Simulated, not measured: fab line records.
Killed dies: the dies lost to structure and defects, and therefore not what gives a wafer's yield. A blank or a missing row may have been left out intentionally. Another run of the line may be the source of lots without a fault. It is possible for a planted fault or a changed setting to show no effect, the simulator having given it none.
Which tool was responsible? ; flow nandHarc ; 12 lots with 36 wafers sampled at 4 steps, on a route of 1159 steps

WHAT THE GAUGES READ, wafer by wafer
NHARC_A_CONTACT_CD_MEAS_69: target cd 200 nm. Usual: cdNm reads 200.3 nm (standard deviation 0.5).
lot;measured;on;cdNm (nm);flag
L508;day 16 14:44;cdSem-02;200.5 200.3 201.0;
L512;day 17 01:49;cdSem-01;200.4 200.8 201.2;
L510;day 17 07:26;cdSem-01;201.1 200.7 201.1;
L514;day 17 08:04;cdSem-02;200.9 199.9 200.4;
L511;day 17 13:35;cdSem-02;199.5 200.5 199.2;
L515;day 18 15:13;cdSem-03;200.4 200.5 200.1;
L516;day 18 15:32;cdSem-01;189.5 189.2 188.4;OFF
L523;day 20 14:01;cdSem-03;190.5 190.7 191.0;OFF
L524;day 20 19:35;cdSem-02;200.5 200.6 200.0;
L529;day 21 03:16;cdSem-03;200.0 200.9 200.6;
L525;day 21 09:01;cdSem-01;199.5 200.4 199.9;
L531;day 22 11:43;cdSem-01;200.5 200.9 200.1;

EACH LOT AND THE TOOL THAT RAN IT (in order: tool; ch and the chambers of the sampled wafers; start)
lot;NHARC_A_CONTACT_ETCH_116;NHARC_A_CONTACT_ETCH_121;NHARC_A_CONTACT_EXPOSE_66
L508;harCapEtch-01 ch 0,1, day 16 09:20;harCapEtch-01 ch 0,1, day 16 09:48;arfiScanner-01 ch 0, day 16 14:36
L512;harCapEtch-01 ch 1, day 16 20:32;harCapEtch-01 ch 1, day 16 20:59;arfiScanner-01 ch 0, day 17 01:41
L510;harCapEtch-03 ch 0,1, day 17 02:11;harCapEtch-03 ch 0,1, day 17 02:38;arfiScanner-02 ch 0, day 17 07:18
L514;harCapEtch-02 ch 0,1, day 17 03:01;harCapEtch-02 ch 0,1, day 17 03:29;arfiScanner-03 ch 0, day 17 07:55
L511;harCapEtch-01 ch 0, day 17 08:40;harCapEtch-01 ch 0, day 17 09:07;arfiScanner-01 ch 0, day 17 13:27
L515;harCapEtch-02 ch 0,1, day 18 09:55;harCapEtch-02 ch 0,1, day 18 10:22;arfiScanner-02 ch 0, day 18 15:05
L516;harCapEtch-01 ch 0,1, day 18 10:13;harCapEtch-01 ch 0,1, day 18 10:40;arfiScanner-01 ch 0, day 18 15:24
L523;harCapEtch-02 ch 0,1, day 20 09:10;harCapEtch-02 ch 0,1, day 20 09:38;arfiScanner-01 ch 0, day 20 13:53
L524;harCapEtch-01 ch 0,1, day 20 13:57;harCapEtch-01 ch 0,1, day 20 14:24;arfiScanner-03 ch 0, day 20 19:26
L529;harCapEtch-01 ch 0,1, day 20 21:37;harCapEtch-01 ch 0,1, day 20 22:04;arfiScanner-03 ch 0, day 21 03:07
L525;harCapEtch-01 ch 0,1, day 20 23:41;harCapEtch-01 ch 0,1, day 21 00:08;arfiScanner-02 ch 0, day 21 08:53
L531;harCapEtch-03 ch 0,1, day 22 04:19;harCapEtch-03 ch 0,1, day 22 04:46;arfiScanner-03 ch 0, day 22 11:34
- NHARC_A_CONTACT_ETCH_116: etches the open film in C4F8/O2/Ar, time 94 s, target depth 922 nm.
- NHARC_A_CONTACT_ETCH_121: etches the open film in C4F8/O2/Ar, time 94 s, target depth 922 nm.
- NHARC_A_CONTACT_EXPOSE_66: exposes mask A CC 2.

WHAT THE TOOLS THEMSELVES READ (means of the sampled wafers that have a number; where no wafer has one, the mark that the record gives instead)
NHARC_A_CONTACT_EXPOSE_66. Usual: exposureDoseMJCm2 reads 58.98 (standard deviation 0.06).
lot;tool;exposureDoseMJCm2;flag
L508;arfiScanner-01;58.98;
L512;arfiScanner-01;59.00;
L510;arfiScanner-02;59.10;
L514;arfiScanner-03;59.04;
L511;arfiScanner-01;58.95;
L515;arfiScanner-02;59.04;
L516;arfiScanner-01;44.88;OFF
L523;arfiScanner-01;47.70;OFF
L524;arfiScanner-03;59.01;
L529;arfiScanner-03;59.01;
L525;arfiScanner-02;58.99;
L531;arfiScanner-03;58.97;

THE ANSWER, worked out from the rows above alone
Rule: lot off if the mean of its wafers having a number is beyond 3 standard deviations from the usual mean. Also off: a lot with no number at a reading for which 4 or more lots have one. All remaining lots with rows at the step are treated as sound. The gauges are gone through in route order, then the tools' own readings, and for those a lot's mean is taken as printed above. At the first step where some lot is off, the reading lying furthest off is the one used; lots without a number count as furthest.
Off at NHARC_A_CONTACT_CD_MEAS_69 (cdNm): L516, L523.
A tool fits if, at a process step before that reading, it ran every lot that is off, and no sound lot after the first of them. Not tried: the gauges at NHARC_A_CONTACT_CD_MEAS_69; whatever is off there is also off at NHARC_A_CONTACT_EXPOSE_66, on other tools, and gauge error can't account for it. One candidate fits, namely arfiScanner-01 at NHARC_A_CONTACT_EXPOSE_66. Its last sound lot is L511 (day 17 13:27), its first lot that is off L516 (day 18 15:24): a fault that began between those two fits.
The tool's own readings at NHARC_A_CONTACT_EXPOSE_66 bear it out: on the lots that are off they differ by more than 5 times the standard deviation of the sound lots' means. exposureDoseMJCm2 reads 46.29 there against 59.01 on the sound lots.

WHAT HAD BEEN PUT IN BY THE SIMULATOR
Process parameter drift: arfiScanner-01, from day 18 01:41 on, at NHARC_A_CONTACT_EXPOSE_66. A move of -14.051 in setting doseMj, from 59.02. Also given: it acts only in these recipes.
Shown lots that were struck: L516, L523. The rule above found the same.
